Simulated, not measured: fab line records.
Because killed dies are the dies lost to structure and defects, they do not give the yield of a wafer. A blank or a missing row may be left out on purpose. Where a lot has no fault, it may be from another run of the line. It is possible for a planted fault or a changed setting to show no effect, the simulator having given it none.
A struck lot beside a sound one	flow nand harc	14 steps out of a route of 1159
Sound: the wafers L517.3, L517.4, L517.5. Wafers struck: L523.2, L523.4, L523.5. At the end, the cause is stated.
Order at every step that has rows: each side's tool, ch and its chambers, its first start. Under that, the readings that differ: sound wafers	struck wafers	difference of the means	sigmas: that difference in standard deviations of wafers without a fault.
alike: readings with means less than 2 such deviations apart, plus words and numbers identical on both sides. not compared: withheld readings, readings lacking a value on some wafer, bounds such as >300 that could conceal the same value, and numbers that have no deviation in the record and whose values overlap.
Wherever a step has rows on one side only, a row that says differs or no value, or a row with sigmas, the two part there. When numbers do not overlap yet have no deviation, they are printed without sigmas and do not part them. Lack of a reading on every wafer of one side parts them only where that side has two or more wafers.

NHARC_A_WL_FILL_INSPECT_15:
  sound: defect inspect-02 at day 18 14:45; struck: defect inspect-02 at day 19 05:01
  alike: raw defect count
NHARC_A_CONTACT_DEP_24: deposits SiO2, target thk 500 nm.
  sound on pecvd-04 ch 0,2, day 18 14:59; struck on pecvd-03 ch 0,1,2, day 19 05:08
  alike: heater power w, throttle valve pct
NHARC_A_CONTACT_DEP_28: deposits aC, target thk 3600 nm.
  sound on acl dep-03 ch 0, day 18 16:12; struck on acl dep-02 ch 0, day 19 07:24
  alike: throttle valve pct
NHARC_A_CONTACT_DEP_29: deposits SiON, target thk 70 nm.
  sound on pecvd-02 ch 0,2, day 18 17:47; struck on pecvd-03 ch 0,2, day 19 09:16
  alike: heater power w
then, 7 steps without rows for these wafers: NHARC_A_CONTACT_DEHYDRATE_32 (time 120 s); NHARC_A_CONTACT_HMDS_33 (time 30 s); NHARC_A_CONTACT_COAT_34 (time 75 s); NHARC_A_CONTACT_COAT_35 (time 65 s); NHARC_A_CONTACT_COAT_36 (resist thk 90 nm); NHARC_A_CONTACT_SOFTBAKE_37 (time 55 s); NHARC_A_CONTACT_EBR_38.
NHARC_A_CONTACT_EXPOSE_39: exposes mask A CC 3.
  sound on arfi scanner-01 ch 0, day 18 18:19; struck on arfi scanner-03 ch 0, day 19 09:43
reading	sound	struck	difference	sigmas
exposure dose mJ cm2	58.82 58.84 58.79	59.49 59.49 59.40	+0.64	+9
  alike: mask
then, 1 step without rows for these wafers: NHARC_A_CONTACT_PEB_40 (peb time 65 s).
-- record jumps: 3 days between struck wafers' starts before vs after; left off in module A_CONTACT, resumes in module END, first step shown is number 1159 of the route --
NHARC_END_SORT_01:
  sound on prober-02 ch 0, day 21 20:36; struck on prober-01 ch 0, day 22 11:26
  alike: killed at array, killed at other, killed at periphery, killed dies, killed open, killed short

== WHERE THEY PART ==
Within this record, at NHARC_A_CONTACT_EXPOSE_39 only. Later steps at which nothing parts them and some readings are alike: NHARC_END_SORT_01.

WHY: what had been put in by the simulator
Process parameters drifting: arfi scanner-03 at NHARC_A_CONTACT_EXPOSE_39, beginning at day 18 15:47. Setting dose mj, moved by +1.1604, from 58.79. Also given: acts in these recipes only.
